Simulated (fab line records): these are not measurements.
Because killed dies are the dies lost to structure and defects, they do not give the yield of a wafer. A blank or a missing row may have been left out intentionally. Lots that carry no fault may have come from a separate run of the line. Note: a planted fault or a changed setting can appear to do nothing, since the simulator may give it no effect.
Which of the tools did it? + flow n5 finfet + 6 lots with 17 wafers sampled at 2 steps, on a route of 1938 steps

WHAT THE GAUGES READ, wafer by wafer
N5_BEOL_M15_RS_MEAS_54: the measuring method here is four-point-probe.
| lot  | measured     | on            | M15_RS (ohm/sq)      |
|------|--------------|---------------|----------------------|
| L920 | day 12 10:07 | film metro-02 | 0.0218 0.0214 0.0222 |
| L921 | day 12 22:09 | film metro-01 | 0.0216 0.0213 0.0218 |
| L923 | day 13 22:21 | film metro-02 | 0.0213 0.0212 0.0209 |
| L932 | day 16 10:16 | film metro-02 | 0.0210 0.0211        |
| L935 | day 17 06:35 | film metro-01 | 0.0223 0.0219 0.0214 |
| L938 | day 18 12:01 | film metro-01 | 0.0216 0.0207 0.0211 |

WHICH TOOL RAN EACH LOT (tool, then ch and the chambers of the sampled wafers, then the start)
| lot  | N5_BEOL_M15_SPUTTER_44       |
|------|------------------------------|
| L920 | pvd sputter-01, day 12 08:56 |
| L921 | pvd sputter-02, day 12 20:22 |
| L923 | pvd sputter-03, day 13 21:11 |
| L932 | pvd sputter-02, day 16 09:07 |
| L935 | pvd sputter-02, day 17 05:17 |
| L938 | pvd sputter-01, day 18 10:50 |
- N5_BEOL_M15_SPUTTER_44: material Ta, target thk 15 nm, time 24.19 s.

THE ANSWER, worked out from the rows above alone
Rule: the usual values come from the lots themselves. The widest of any qualifying gaps counts: lots, ordered by their means at a reading, are off when they make up no more than a third of the lots, leave a main group of 4 or more, and stand apart from it by 3 or more times the standard deviation of that group's means. The tables above print the reading to a certain number of digits; a main group whose means all agree to those digits is not used. Also off: a lot with no number at a reading for which 4 or more lots have one. The other lots that the step has rows for count as sound.
No lot is off on any of the readings shown, so nothing can be concluded from this.

WHAT HAD BEEN PUT IN BY THE SIMULATOR
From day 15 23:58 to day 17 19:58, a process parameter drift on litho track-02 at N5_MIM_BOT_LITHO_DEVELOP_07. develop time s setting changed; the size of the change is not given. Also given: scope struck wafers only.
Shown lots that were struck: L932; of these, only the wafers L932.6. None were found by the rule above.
